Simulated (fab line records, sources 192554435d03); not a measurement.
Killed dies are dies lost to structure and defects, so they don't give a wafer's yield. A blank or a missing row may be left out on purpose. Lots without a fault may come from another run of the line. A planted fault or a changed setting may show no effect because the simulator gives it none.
fab line records | flow n5_finfet
record lots=6 wafers=17 last_day=17
route steps=1938 shown BEOL_M8@1338
lots that met no fault: from a run of the same line without faults
start_h: hours from the record's first day to the start of the lot's first wafer shown | wait_h: hours since the lot's step before | " the same as in the row above | L1.1+2: a row that stands for several wafers | - no value, or no start given | * or withheld: withheld | < > ~ a bound
route shown NAME@n: a module of which the file shows steps, and the number in the route of the first | usual: mean/standard deviation of fault-free wafers | same: alike in all rows | chamber/n: place in a boat | sites: the reading at each site | _std_site: their standard deviation | _edge_site: outer sites' mean less inner sites' | radius_mm: how far each site lies from the wafer's centre | mask NAME#n: copy n | behind: the tool/chamber that last shaped the wafer | hold: why the lot was held/for how many hours/how that ended | device: the transistor (n, p or np) that didn't switch | end of line: the same wafers' tests at the end of the route | a step without rows: its recipe alone | killed: dies lost to structure and defects at the first sort, not the wafer's yield | map: a wafer's dies, x killed, . not, _ none there
set.NAME: the setting as run; set.NAME@STEP: as run at that earlier step | model.NAME: the simulator's own value behind a step, which no gauge read
lots at some steps of the route; a table a step, a row a wafer
services: from which hour (start_h, from the record's first day; less than 0 if before it) a tool's chamber was out of use, for how many hours, and why
## steps
# step N5_BEOL_M8_COAT_60
# recipe resist=SiARC temp_c=220 time_s=60 spin_rpm=1500 resist_thk_nm=35
# step N5_BEOL_M8_COAT_05
# recipe resist=CAR-ArF spin_rpm=1500 resist_thk_nm=90
# step N5_BEOL_M8_EBR_07
# recipe solvent=PGMEA ebr_width_mm=1.5
# step N5_BEOL_M8_SOFTBAKE_06
# recipe temp_c=110 time_s=60 resist=CAR-ArF
# step N5_BEOL_M8_EXPOSE_08
# recipe mask_id=M8 na=1.35 source_shape=dipole sigma_inner=0.817 sigma_outer=0.97 polarization=te dose_mj=68.25
# step N5_BEOL_M8_PEB_09
# recipe peb_temp_c=withheld peb_time_s=60 resist=CAR-ArF
# step N5_BEOL_M8_DEVELOP_10
# recipe develop_time_s=30 developer=TMAH resist=CAR-ArF rinse_liquid=diw dry=air_spin dev_temp_c=23
# step N5_BEOL_M8_CD_MEAS_11
# recipe target_cd_nm=38.5 landing_energy_ev=500 detector=se_inlens polarity=opening
# usual cd_nm=38.5/0.37
# columns lot.wafer tool chamber start_h wait_h cd_nm
L388.1 cd_sem-03 0 214.16 - 38.5
L388.2 " 0 " " 38.9
L388.4 " 0 " " 38.5
L396.2 cd_sem-01 0 259.07 - 38.0
L396.5 " 0 " " 38.4
L401.1 cd_sem-01 0 285.37 - 37.9
L401.4 " 0 " " 38.0
L401.5 " 0 " " 38.0
L402.1 cd_sem-02 0 285.72 - 38.7
L402.2 " 0 " " 38.6
L402.3 " 0 " " 38.5
L400.1 cd_sem-02 0 289.99 - 37.9
L400.3 " 0 " " 38.3
L400.6 " 0 " " 38.7
L411.1 cd_sem-02 0 336.79 - 38.1
L411.2 " 0 " " 38.7
L411.3 " 0 " " 38.4
# step N5_BEOL_M8_OVL_MEAS_12
# recipe points_per_wafer=44
# usual M8_OVL=-0.2/0.67
# columns lot.wafer tool chamber start_h wait_h M8_OVL[nm]
L388.1 overlay-02 0 214.19 0.0 0.5
L388.2 " 0 " " 0.5
L388.4 " 0 " " 0.4
L396.2 overlay-01 0 259.10 0.0 -0.1
L396.5 " 0 " " -0.3
L401.1 overlay-02 0 285.40 0.0 0.6
L401.4 " 0 " " 0.8
L401.5 " 0 " " 0.8
L402.1 overlay-02 0 285.75 0.0 0.0
L402.2 " 0 " " -0.1
L402.3 " 0 " " -0.7
L400.1 overlay-02 0 290.02 0.0 -0.1
L400.3 " 0 " " -0.4
L400.6 " 0 " " -1.1
L411.1 overlay-02 0 336.82 0.0 -0.4
L411.2 " 0 " " 0.4
L411.3 " 0 " " 0.9
# step N5_BEOL_M8_INSPECT_13
# recipe mode=adi inspect_instrument=brightfield
# usual raw_defect_count=461/100
# columns lot.wafer tool chamber start_h wait_h raw_defect_count
L388.1 defect_inspect-02 - 214.21 0.0 518
L388.2 " - " " 452
L388.4 " - " " 386
L396.2 defect_inspect-02 - 259.13 0.0 374
L396.5 " - " " 436
L401.1 defect_inspect-01 - 285.42 0.0 505
L401.4 " - " " 650
L401.5 " - " " 625
L402.1 defect_inspect-02 - 285.78 0.0 479
L402.2 " - " " 439
L402.3 " - " " 408
L400.1 defect_inspect-01 - 290.05 0.0 473
L400.3 " - " " 513
L400.6 " - " " 460
L411.1 defect_inspect-02 - 336.85 0.0 384
L411.2 " - " " 422
L411.3 " - " " 524
# step N5_BEOL_M8_DESCUM_16
# recipe chemistry=O2 time_s=7.9 source_power_w=50 bias_power_w=20 pressure_mtorr=20 rf_frequency_hz=2.712e+07 temp_c=40 resist=CAR-ArF o2_flow_sccm=225
# usual drypump_motor_current_A=5.8/0.48 oes_product_au=0.78/0.091 rf_vpp_V=243.2/1.4 showerhead_plenum_p_Torr=2.10/0.075 throttle_valve_pct=20.33/0.24
# columns lot.wafer tool chamber start_h wait_h drypump_motor_current_A oes_product_au rf_hours_counter_h rf_vpp_V showerhead_plenum_p_Torr throttle_valve_pct
L388.1 rie_diel-01 2 214.25 0.0 5.4 0.82 86 245.4 2.22 20.23
L388.2 " 3 " " 5.1 0.80 76 245.3 2.20 20.10
L388.4 " 1 " " 6.1 0.71 209 242.5 1.99 20.29
L396.2 rie_diel-01 1 259.31 0.2 6.1 0.70 223 241.0 1.98 20.32
L396.5 " 2 " " 5.4 0.80 - 245.9 2.21 20.28
L401.1 rie_diel-03 0 285.88 0.5 6.3 0.84 64 242.2 2.04 20.38
L401.4 " 3 " " 6.3 0.75 165 242.9 2.00 20.35
L401.5 " 3 " " 6.3 0.74 - 241.5 2.00 20.34
L402.1 rie_diel-05 0 286.08 0.3 5.2 0.98 0 244.6 2.15 20.17
L402.2 " 2 " " 6.3 0.68 232 241.3 2.07 20.62
L402.3 " 1 " " 6.2 0.89 26 242.4 2.04 20.19
L400.1 rie_diel-01 3 290.08 0.0 5.1 0.77 103 244.3 2.19 20.12
L400.3 " 2 " " 5.4 0.79 112 245.1 2.21 20.27
L400.6 " 0 " " 5.5 0.89 - 245.4 2.13 19.84
L411.1 rie_diel-03 1 336.88 0.0 5.7 0.74 159 243.6 2.18 20.15
L411.2 " 0 " " 6.3 0.82 84 241.6 2.03 20.42
L411.3 " 3 " " 6.3 0.73 185 240.8 1.99 20.39
# step N5_BEOL_M8_ETCH_61
# recipe chemistry=CF4 target=SiARC target_depth_a=455 mask_material=CAR-ArF time_s=75.8 ion_energy_ev=80 pressure_mtorr=40 source_w=545 bias_w=36 Ar_flow_sccm=100 cf4_flow_sccm=100 ends=cleared
# usual drypump_motor_current_A=5.8/0.47 etch_rf_on_time_s=76.6/1.3 oes_product_au=0.66/0.08 rf_vpp_V=184.1/1.2 showerhead_plenum_p_Torr=2.15/0.071 throttle_valve_pct=15.55/0.26
# columns lot.wafer tool chamber start_h wait_h drypump_motor_current_A etch_rf_on_time_s oes_product_au rf_hours_counter_h rf_vpp_V showerhead_plenum_p_Torr throttle_valve_pct
L388.1 rie_diel-01 2 214.28 0.0 5.3 75.6 0.69 86 185.2 2.26 15.36
L388.2 " 3 " " 5.1 77.3 0.67 76 186.3 2.25 15.31
L388.4 " 1 " " 6.1 78.3 0.59 209 181.6 2.04 15.58
L396.2 rie_diel-01 1 259.35 0.0 6.1 77.5 0.59 223 183.2 2.04 15.62
L396.5 " 2 " " 5.3 75.7 0.68 - 185.6 2.25 15.40
L401.1 rie_diel-03 0 285.92 0.0 6.3 76.4 0.72 64 183.6 2.09 15.52
L401.4 " 3 " " 6.3 75.5 0.64 165 182.7 2.05 15.59
L401.5 " 3 " " 6.3 75.8 0.65 - 184.9 2.05 15.59
L402.1 rie_diel-05 0 286.12 0.0 5.2 74.0 0.85 0 184.6 2.19 15.28
L402.2 " 2 " " 6.3 75.9 0.59 232 184.9 2.12 15.88
L402.3 " 1 " " 6.2 74.4 0.78 26 181.8 2.10 15.36
L400.1 rie_diel-01 3 290.12 0.0 5.1 76.3 0.66 103 185.2 2.24 15.37
L400.3 " 2 " " 5.4 74.8 0.68 112 185.3 2.25 15.43
L400.6 " 0 " " 5.5 75.4 0.77 - 185.0 2.18 15.10
L411.1 rie_diel-03 1 336.92 0.0 5.6 76.5 0.64 159 184.4 2.23 15.40
L411.2 " 0 " " 6.3 75.5 0.70 84 183.5 2.08 15.56
L411.3 " 3 " " 6.3 76.0 0.63 185 183.4 2.05 15.61
# step N5_BEOL_M8_ETCH_62
# recipe chemistry=N2/H2 target=SOC target_depth_a=1100 overetch_a=220 mask_material=SiARC temp_c=40 time_s=165 ion_energy_ev=200 pressure_mtorr=30 source_w=840 bias_w=150 n2_flow_sccm=200 h2_flow_sccm=200
# usual drypump_motor_current_A=5.8/0.48 h2_flow_sccm=200.0/0.56 oes_product_au=0.66/0.075 rf_vpp_V=523.9/2.6 showerhead_plenum_p_Torr=2.55/0.089 throttle_valve_pct=17.74/0.27
# columns lot.wafer tool chamber start_h wait_h drypump_motor_current_A h2_flow_sccm oes_product_au rf_hours_counter_h rf_vpp_V showerhead_plenum_p_Torr throttle_valve_pct model.SiARC_of_BEOL_M8_COAT_60.thk_nm
L388.1 rie_diel-01 2 214.34 0.0 5.4 200.5 0.68 86 527.0 2.68 17.61 28.4
L388.2 " 3 " " 5.1 200.6 0.68 76 526.8 2.69 17.63 28.6
L388.4 " 1 " " 6.1 199.6 0.61 209 519.1 2.42 17.69 28.6
L396.2 rie_diel-01 1 259.40 0.0 6.1 200.1 0.60 223 518.7 2.41 17.71 28.8
L396.5 " 2 " " 5.4 200.0 0.61 - 528.7 2.67 17.64 26.8
L401.1 rie_diel-03 0 285.98 0.0 6.3 199.8 0.72 64 520.9 2.47 17.63 28.6
L401.4 " 3 " " 6.3 200.2 0.64 165 520.4 2.42 17.67 28.6
L401.5 " 3 " " 6.3 200.4 0.63 - 520.1 2.42 17.67 28.6
L402.1 rie_diel-05 0 286.17 0.0 5.2 199.8 0.82 0 524.9 2.60 17.53 28.4
L402.2 " 2 " " 6.3 200.6 0.58 233 523.1 2.51 18.08 28.4
L402.3 " 1 " " 6.2 200.2 0.77 26 521.2 2.49 17.66 28.4
L400.1 rie_diel-01 3 290.17 0.0 5.1 200.6 0.59 103 527.4 2.68 17.68 27
L400.3 " 2 " " 5.4 200.7 0.65 112 527.5 2.67 17.65 28.4
L400.6 " 0 " " 5.5 200.8 0.74 - 524.7 2.59 17.26 28.4
L411.1 rie_diel-03 1 336.97 0.0 5.7 200.1 0.63 159 525.9 2.64 17.45 28.6
L411.2 " 0 " " 6.3 199.8 0.70 84 521.5 2.46 17.68 28.6
L411.3 " 3 " " 6.3 200.2 0.63 185 520.5 2.42 17.71 28.6
# step N5_BEOL_M8_STRIP_68
# recipe chemistry=N2/H2 temp_c=40 n2_flow_sccm=200 h2_flow_sccm=200 rf_frequency_hz=6e+07
# step N5_BEOL_M8_STRIP_67
# recipe chemistry=CF4 resist=SiARC power_w=300 bias_power_w=75 pressure_mtorr=50 cf4_flow_sccm=150 rf_frequency_hz=6e+07
# usual drypump_motor_current_A=5.8/0.47 oes_product_au=0.78/0.088 power_w=300.0/0.88 rf_vpp_V=271.3/1.7 showerhead_plenum_p_Torr=1.80/0.059 throttle_valve_pct=13.54/0.27
# columns lot.wafer tool chamber start_h wait_h drypump_motor_current_A oes_product_au power_w rf_hours_counter_h rf_vpp_V showerhead_plenum_p_Torr throttle_valve_pct
L388.1 rie_diel-01 2 214.48 0.0 5.4 0.81 298.2 86 272.5 1.89 13.34
L388.2 " 3 " " 5.1 0.80 300.4 76 272.5 1.88 13.29
L388.4 " 1 " " 6.1 0.72 301.2 209 268.4 1.71 13.57
L396.2 rie_diel-01 1 259.55 0.0 6.1 0.70 300.1 224 269.6 1.71 13.60
L396.5 " 2 " " 5.4 0.79 299.6 - 273.3 1.88 13.36
L401.1 rie_diel-03 0 286.12 0.0 6.3 0.84 299.4 64 270.5 1.76 13.49
L401.4 " 3 " " 6.3 0.75 299.4 165 271.2 1.72 13.58
L401.5 " 3 " " 6.3 0.75 299.4 - 268.9 1.72 13.57
L402.1 rie_diel-05 0 286.32 0.0 5.2 0.97 300.1 0 270.5 1.84 13.20
L402.2 " 2 " " 6.3 0.69 299.9 233 271.3 1.78 13.89
L402.3 " 1 " " 6.1 0.91 303.0 26 270.7 1.77 13.34
L400.1 rie_diel-01 3 290.32 0.0 5.1 0.77 299.3 103 274.1 1.88 13.36
L400.3 " 2 " " 5.4 0.78 299.4 113 272.4 1.88 13.37
L400.6 " 0 " " 5.5 0.89 299.7 - 272.2 1.83 13.08
L411.1 rie_diel-03 1 337.12 0.0 5.7 0.74 300.7 159 271.7 1.87 13.42
L411.2 " 0 " " 6.3 0.81 299.9 84 270.9 1.75 13.54
L411.3 " 3 " " 6.3 0.74 299.5 185 267.7 1.71 13.61
# step N5_BEOL_M8_HM_OPEN_17
# recipe chemistry=Cl2/BCl3 target_depth_a=200 overetch_a=60 target=TiN mask_material=SOC ion_energy_ev=150 pressure_mtorr=10 icp_w=1000 bias_w=126 Cl2_flow_sccm=53.25 bcl3_flow_sccm=21.75 Ar_flow_sccm=25
# usual drypump_motor_current_A=5.7/0.4 oes_product_au=0.65/0.061 throttle_valve_pct=22.03/0.1
# columns lot.wafer tool chamber start_h wait_h drypump_motor_current_A oes_product_au rf_hours_counter_h throttle_valve_pct model.etch.depth_nm
L388.1 rie_metal-02 1 214.52 0.0 5.5 0.60 68 22.16 19.96
L388.2 " 0 " " 5.9 0.75 14 21.87 20.05
L388.4 " 0 " " 5.9 0.74 - 21.87 19.82
L396.2 rie_metal-03 0 259.59 0.0 5.2 0.72 16 22.05 19.84
L396.5 " 0 " " 5.2 0.65 - 22.18 16.22
L401.1 rie_metal-02 1 286.16 0.0 5.5 0.60 74 22.19 20.09
L401.4 " 1 " " 5.5 0.59 - 22.18 20.01
L401.5 " 1 " " 5.5 0.60 - 22.18 19.97
L402.1 rie_metal-02 1 286.37 0.0 5.5 0.59 74 22.16 20.19
L402.2 " 0 " " 5.9 0.73 20 21.87 20.11
L402.3 " 0 " " 5.9 0.73 - 21.86 20.19
L400.1 rie_metal-03 1 290.36 0.0 5.7 0.53 83 22.18 16.55
L400.3 " 0 " " 5.2 0.72 - 22.06 20.03
L400.6 " 1 " " 5.7 0.59 - 22.06 20.14
L411.1 rie_metal-03 1 337.16 0.0 5.7 0.57 88 22.07 19.97
L411.2 " 0 " " 5.2 0.70 23 22.08 20.05
L411.3 " 1 " " 5.6 0.58 - 22.06 20.02
# step N5_BEOL_M8_STRIP_19
# recipe chemistry=O2 power_w=400 temp_c=40 pressure_mtorr=30 rf_frequency_hz=6e+07 bias_power_w=0 overash_fraction=0.2 o2_flow_sccm=225
# usual drypump_motor_current_A=5.8/0.48 oes_product_au=0.77/0.079 rf_vpp_V=3.6/0.6 showerhead_plenum_p_Torr=2.11/0.078 throttle_valve_pct=16.58/0.24
# columns lot.wafer tool chamber start_h wait_h drypump_motor_current_A oes_product_au rf_hours_counter_h rf_vpp_V showerhead_plenum_p_Torr throttle_valve_pct
L388.1 rie_diel-03 3 214.67 0.1 6.2 0.77 139 4.1 2.01 16.59
L388.2 " 1 " " 5.6 0.78 113 3.0 2.20 16.36
L388.4 " 2 " " 6.6 0.70 219 3.8 2.15 16.99
L396.2 rie_diel-03 3 259.89 0.3 6.3 0.76 157 3.0 2.01 16.60
L396.5 " 2 " " 6.6 0.70 - 2.6 2.15 17.01
L401.1 rie_diel-03 2 286.33 0.1 6.6 0.69 245 3.7 2.15 17.02
L401.4 " 3 " " 6.3 0.75 165 3.9 2.00 16.63
L401.5 " 0 " " 6.3 0.84 - 4.4 2.04 16.57
L402.1 rie_diel-03 3 286.48 0.1 6.3 0.75 165 4.4 2.00 16.61
L402.2 " 0 " " 6.3 0.84 64 3.8 2.04 16.60
L402.3 " 2 " " 6.6 0.68 245 3.3 2.15 17.04
L400.1 rie_diel-03 2 290.49 0.1 6.6 0.67 246 3.5 2.14 17.02
L400.3 " 3 " " 6.3 0.74 167 4.9 2.00 16.63
L400.6 " 1 " " 5.7 0.74 - 3.7 2.19 16.40
L411.1 rie_diel-05 0 337.36 0.2 5.2 0.90 20 3.7 2.15 16.41
L411.2 " 3 " " 5.3 0.69 249 2.9 2.06 16.90
L411.3 " 1 " " 6.1 0.87 45 3.3 2.04 16.43
## services
# columns tool chamber start_h hours kind
rie_diel-05 1 202.25 - clean
rie_diel-05 1 202.25 - consumable_replace:focus_ring
rie_diel-05 1 202.25 14.5 scheduled_down
rie_diel-05 1 202.25 14.5 vent_cycle
rie_metal-03 - 205.01 2.8 pm
rie_diel-01 0 225.59 5.0 repair
rie_diel-01 1 246.01 6.7 repair
rie_metal-03 - 259.33 0.2 repair
rie_diel-05 0 261.01 - clean
rie_diel-05 0 261.01 - consumable_replace:focus_ring
rie_diel-05 0 261.01 24.8 scheduled_down
rie_diel-05 0 261.01 24.8 vent_cycle
rie_diel-01 1 300.08 2.1 repair
rie_diel-03 - 306.71 2.8 pm
rie_diel-03 2 315.09 11.2 repair
rie_diel-03 2 326.38 - clean
rie_diel-03 2 326.38 - consumable_replace:focus_ring
rie_diel-03 2 326.38 17.9 scheduled_down
rie_diel-03 2 326.38 17.9 vent_cycle
rie_diel-05 3 331.50 3.1 repair
rie_diel-05 2 334.65 - clean
rie_diel-05 2 334.65 - consumable_replace:focus_ring
rie_diel-05 2 334.65 20.5 scheduled_down
rie_diel-05 2 334.65 20.5 vent_cycle
## key
first_sign none at tools or gauges
model_effect step=N5_BEOL_M8_ETCH_62 value=SiARC_of_BEOL_M8_COAT_60.thk_nm without=28.4 struck=26.9
model_effect step=N5_BEOL_M8_HM_OPEN_17 value=etch.depth_nm without=19.95 struck=16.38
met_at N5_BEOL_M8_ETCH_62
struck_wafers L396.5,L400.1
onset_between 214.34 259.40
fault kind=process_parameter_drift tool=rie_diel-01 chamber=- onset_h=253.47 steps=N5_BEOL_M8_ETCH_62 channel=time_s offset=* shape=step end_h=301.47 scope=struck_wafers_only acts_in=* stated=*
